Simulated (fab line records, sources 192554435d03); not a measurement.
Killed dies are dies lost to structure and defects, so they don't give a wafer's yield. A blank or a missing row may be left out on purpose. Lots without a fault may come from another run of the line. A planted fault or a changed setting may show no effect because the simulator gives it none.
Which tool did it? | flow n5_finfet | 11 lots, 29 wafers sampled, at 5 steps of a route of 1938

WHAT THE GAUGES READ, wafer by wafer
N5_BEOL_M4_RC_MEAS_101. Usual: DIBL_N 35.3 mV/V, standard deviation 2.5; DIBL_P 35 mV/V, standard deviation 3.3; IOFF_N 0.15 nA/um, standard deviation 0.049; IOFF_P 0.20 nA/um, standard deviation 0.056; ION_N 673 uA/um, standard deviation 16; ION_P 462 uA/um, standard deviation 10; SS_N 71.2 mV/dec, standard deviation 0.85; SS_P 73.0 mV/dec, standard deviation 0.97; VT_N 252 mV, standard deviation 4.9; VT_P -251 mV, standard deviation 5.
lot  | measured     | on        | DIBL_N (mV/V)  | DIBL_P (mV/V) | IOFF_N (nA/um) | IOFF_P (nA/um) | ION_N (uA/um) | ION_P (uA/um) | SS_N (mV/dec)  | SS_P (mV/dec)  | VT_N (mV)   | VT_P (mV)      | flag
L106 | day 8 12:38  | prober-02 | 34.2 31.6      | 33 31         | 0.13 0.10      | 0.19 0.15      | 673 662       | 461 464       | 70.8 70.7      | 72.6 71.8      | 251 255     | -249 -252      |
L107 | day 8 18:04  | prober-02 | 37.3 37.2      | 39 38         | 0.19 0.18      | 0.21 0.20      | 691 680       | 466 457       | 72.6 72.3      | 73.9 73.5      | 248 251     | -251 -256      |
L108 | day 9 03:12  | prober-02 | 40.5 36.0 39.7 | 41 35 40      | 0.25 0.13 0.21 | 0.29 0.17 0.25 | 710 677 681   | 483 464 463   | 72.2 70.9 72.3 | 74.0 73.0 73.7 | 244 252 248 | -246 -254 -248 |
L110 | day 9 09:36  | prober-02 | 35.9 34.6      | 37 35         | 0.16 0.13      | 0.24 0.20      | 684 676       | 478 471       | 72.1 71.6      | 73.5 73.7      | 250 252     | -249 -249      |
L113 | day 10 03:44 | prober-02 | 35.6 35.7 36.1 | 35 36 36      | 0.14 0.16 0.15 | 0.20 0.22 0.21 | 668 683 683   | 464 473 470   | 70.9 71.1 71.6 | 72.9 72.1 72.9 | 249 247 252 | -250 -251 -248 |
L114 | day 10 08:30 | prober-02 | 37.4 37.0 36.5 | 38 37 35      | 0.20 0.17 0.15 | 0.24 0.22 0.18 | 700 692 665   | 471 468 453   | 71.4 72.1 71.7 | 73.1 74.1 73.1 | 245 248 250 | -251 -250 -254 |
L117 | day 10 21:34 | prober-02 | 31.2 33.6 37.8 | 31 33 37      | 0.09 0.11 0.19 | 0.12 0.14 0.20 | 658 654 684   | 454 450 463   | 70.4 70.6 72.6 | 71.5 72.9 73.5 | 258 256 248 | -259 -258 -253 |
L116 | day 11 02:15 | prober-01 | 39.3 36.3      | 39 36         | 0.20 0.16      | 0.26 0.23      | 671 684       | 452 466       | 72.3 71.8      | 74.0 73.4      | 247 245     | -244 -248      |
L120 | day 11 05:06 | prober-01 | 30.9 30.3 31.9 | 30 31 32      | 0.10 0.09 0.10 | 0.16 0.19 0.19 | 663 652 657   | 456 472 464   | 70.4 69.6 70.5 | 71.9 71.8 71.8 | 257 254 255 | -247 -246 -245 |
L127 | day 14 00:22 | prober-02 | 31.1 34.4 34.5 | 28 30 32      | 0.07 0.10 0.11 | 0.10 0.12 0.13 | 644 640 672   | 447 434 461   | 69.2 70.3 70.5 | 71.7 71.8 72.5 | 262 260 254 | -261 -260 -258 |
L129 | day 14 06:27 | prober-02 | 32.9 37.2 37.3 | 31 36 35      | 0.09 0.14 0.14 | 0.13 0.18 0.17 | 648 654 656   | 451 448 445   | 71.3 71.5 72.3 | 72.7 73.9 73.9 | 257 253 256 | -261 -254 -256 |

N5_BEOL_M15_INSPECT_12: inspects for defects (macro). Usual: raw_defect_count 2.3, standard deviation 1.5.
lot  | measured     | on                | raw_defect_count | flag
L106 | day 12 05:16 | defect_inspect-01 | 1 2              |
L107 | day 12 08:12 | defect_inspect-02 | 1 4              |
L108 | day 12 17:13 | defect_inspect-01 | 1 0 2            |
L110 | day 12 21:06 | defect_inspect-02 | 2 1              |
L113 | day 13 13:56 | defect_inspect-01 | 1 8 3            |
L114 | day 13 23:18 | defect_inspect-02 | 3 1 2            |
L117 | day 14 10:43 | defect_inspect-01 | 1 3 1            |
L116 | day 15 01:28 | defect_inspect-02 | 3 4              |
L120 | day 14 19:23 | defect_inspect-02 | 4 2 5            |
L127 | day 17 17:31 | defect_inspect-01 | 1 4 3            |
L129 | day 17 23:34 | defect_inspect-01 | 0 1 2            |

N5_BEOL_M15_CD_MEAS_28: target cd 407.6 nm. Usual: cd_nm 408.8 nm, standard deviation 2.3.
lot  | measured     | on        | cd_nm (nm)        | flag
L106 | day 12 06:41 | cd_sem-03 | 408.7 411.2       |
L107 | day 12 10:04 | cd_sem-02 | 408.3 405.0       |
L108 | day 12 18:44 | cd_sem-02 | 405.7 408.1 411.0 |
L110 | day 12 22:38 | cd_sem-03 | 405.3 408.5       |
L113 | day 13 15:21 | cd_sem-02 | 414.3 409.0 407.6 |
L114 | day 14 01:04 | cd_sem-03 | 408.6 415.9 411.7 |
L117 | day 14 12:39 | cd_sem-02 | 410.8 407.8 407.6 |
L116 | day 15 02:53 | cd_sem-02 | 595.6 409.9       | OFF
L120 | day 14 20:48 | cd_sem-01 | 409.8 590.9 408.3 | OFF
L127 | day 17 19:08 | cd_sem-01 | 405.2 410.3 402.9 |
L129 | day 18 00:58 | cd_sem-03 | 405.7 405.9 407.2 |

WHICH TOOL RAN EACH LOT (tool, then ch and the chambers of the sampled wafers, then the start)
lot  | N5_BEOL_M14_SPUTTER_44       | N5_BEOL_M15_EXPOSE_25
L106 | pvd_sputter-02, day 12 02:54 | krf_scanner-01 ch 0, day 12 06:31
L107 | pvd_sputter-02, day 12 06:07 | krf_scanner-01 ch 0, day 12 09:53
L108 | pvd_sputter-03, day 12 14:17 | krf_scanner-02 ch 0, day 12 18:34
L110 | pvd_sputter-03, day 12 19:01 | krf_scanner-01 ch 0, day 12 22:28
L113 | pvd_sputter-03, day 13 11:55 | krf_scanner-02 ch 0, day 13 15:11
L114 | pvd_sputter-01, day 13 21:25 | krf_scanner-01 ch 0, day 14 00:54
L117 | pvd_sputter-01, day 14 08:15 | krf_scanner-01 ch 0, day 14 12:29
L116 | pvd_sputter-01, day 14 23:33 | krf_scanner-01 ch 0, day 15 02:43
L120 | pvd_sputter-01, day 14 17:28 | krf_scanner-01 ch 0, day 14 20:38
L127 | pvd_sputter-02, day 17 15:22 | krf_scanner-02 ch 0, day 17 18:58
L129 | pvd_sputter-02, day 17 21:20 | krf_scanner-02 ch 0, day 18 00:47
- N5_BEOL_M14_SPUTTER_44: material Ta, target thk 15 nm, time 24.19 s.
- N5_BEOL_M15_EXPOSE_25: exposes mask M15, target cd 400 nm.

WHAT THE TOOLS THEMSELVES READ (means of the sampled wafers that have a number; where no wafer has one, the mark that the record gives instead)
N5_BEOL_M14_SPUTTER_44. Usual: susceptor_temp_C 50.01 C, standard deviation 0.11; throttle_valve_pct 29.6 %, standard deviation 1.
lot  | tool           | susceptor_temp_C (C) | throttle_valve_pct (%) | flag
L106 | pvd_sputter-02 | 50.05                | 29.5                   |
L107 | pvd_sputter-02 | 49.89                | 29.2                   |
L108 | pvd_sputter-03 | 50.03                | 29.5                   |
L110 | pvd_sputter-03 | 50.05                | 29.2                   |
L113 | pvd_sputter-03 | 50.07                | 30.0                   |
L114 | pvd_sputter-01 | 50.02                | 29.3                   |
L117 | pvd_sputter-01 | 50.03                | 29.8                   |
L116 | pvd_sputter-01 | 50.11                | 30.1                   |
L120 | pvd_sputter-01 | 50.07                | 29.9                   |
L127 | pvd_sputter-02 | 49.98                | 30.0                   |
L129 | pvd_sputter-02 | 50.01                | 28.8                   |

N5_BEOL_M15_EXPOSE_25. Usual: stage_vel_mm_s 500.04 mm/s, standard deviation 0.24.
lot  | tool           | stage_vel_mm_s (mm/s) | flag
L106 | krf_scanner-01 | 499.69                |
L107 | krf_scanner-01 | 500.14                |
L108 | krf_scanner-02 | 499.78                |
L110 | krf_scanner-01 | 500.26                |
L113 | krf_scanner-02 | 500.12                |
L114 | krf_scanner-01 | 500.01                |
L117 | krf_scanner-01 | 500.16                |
L116 | krf_scanner-01 | 499.88                |
L120 | krf_scanner-01 | 499.83                |
L127 | krf_scanner-02 | 499.86                |
L129 | krf_scanner-02 | 500.09                |

THE ANSWER, worked out from the rows above alone
Rule: a lot is off if the mean of its wafers that have a number lies more than 3 standard deviations from the usual mean. A lot without any number at a reading at which 4 lots or more have one is off too. The other lots that the step has rows for count as sound. The gauges are gone through in route order, then the tools' own readings, and for those a lot's mean is taken as printed above. The first step at which some lot is off is used, and at that step the reading that is off furthest; a lot without a number counts as furthest.
Off: L116, L120, at N5_BEOL_M15_CD_MEAS_28 (cd_nm).
A tool fits if, at a process step before that reading, it ran every lot that is off, and no sound lot after the first of them. The gauges at N5_BEOL_M15_CD_MEAS_28 are tried like those tools. Can't be told from this: 2 tools fit, pvd_sputter-01 at N5_BEOL_M14_SPUTTER_44, krf_scanner-01 at N5_BEOL_M15_EXPOSE_25.

WHAT THE SIMULATOR HAD PUT IN
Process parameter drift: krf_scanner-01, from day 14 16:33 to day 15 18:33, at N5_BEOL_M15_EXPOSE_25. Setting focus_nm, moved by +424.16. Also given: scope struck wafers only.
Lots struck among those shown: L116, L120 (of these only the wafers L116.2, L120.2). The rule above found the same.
